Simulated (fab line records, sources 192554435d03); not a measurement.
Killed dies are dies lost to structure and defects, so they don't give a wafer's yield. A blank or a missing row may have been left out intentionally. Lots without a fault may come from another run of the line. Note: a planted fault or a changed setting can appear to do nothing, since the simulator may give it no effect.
Matching of chambers ; flow n5_finfet ; N5_BEOL_M4_ILD_DEP_00 on pecvd-01: 3 sister chambers
The step deposits SiOC from DEMS/O2, target thk 79 nm, time 15.3 s. 3 wafers are shown with their chamber, then 9 later ones without.

== WAFERS, EACH WITH ITS CHAMBER ==
wafer;chamber;throttle_valve_pct (%)
L087.4;2;11.8
L090.4;0;12.5
L090.5;1;11.5

== WAFERS MISSING THEIR CHAMBER ==
wafer;throttle_valve_pct (%)
L089.1;12.7
L089.2;11.7
L089.6;11.8
L092.1;12.8
L092.2;12.1
L092.5;11.8
L094.1;11.5
L094.2;12.4
L094.4;12.6

== CHAMBER TAKEN BY EACH ==
wafer;from the rows above;in truth
L089.1;0;0
L089.2;can't be placed: 2 or 1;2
L089.6;can't be placed: 2 or 1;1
L092.1;0;0
L092.2;can't be placed: 2 or 0 or 1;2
L092.5;can't be placed: 2 or 1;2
L094.1;can't be placed: 1 or 2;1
L094.2;0;0
L094.4;0;0
Placed correctly: 4 of 9. Can't be placed from these rows: 5 (the true chamber is among the candidates in 5). Number placed wrongly: 0.
How it was worked out, from the rows above alone: a wafer's distance from a chamber is the root of the sum, over the readings, of the square of ((its reading less the chamber's mean) divided by the reading's scatter). If the next closest chamber is less than 2 further off than the closest, the wafer can't be placed; otherwise it belongs to the closest. The mean given for a chamber averages the wafers shown for that chamber. The scatter: root of mean squared gap, hidden wafer to nearest shown wafer, with one shown wafer a chamber.
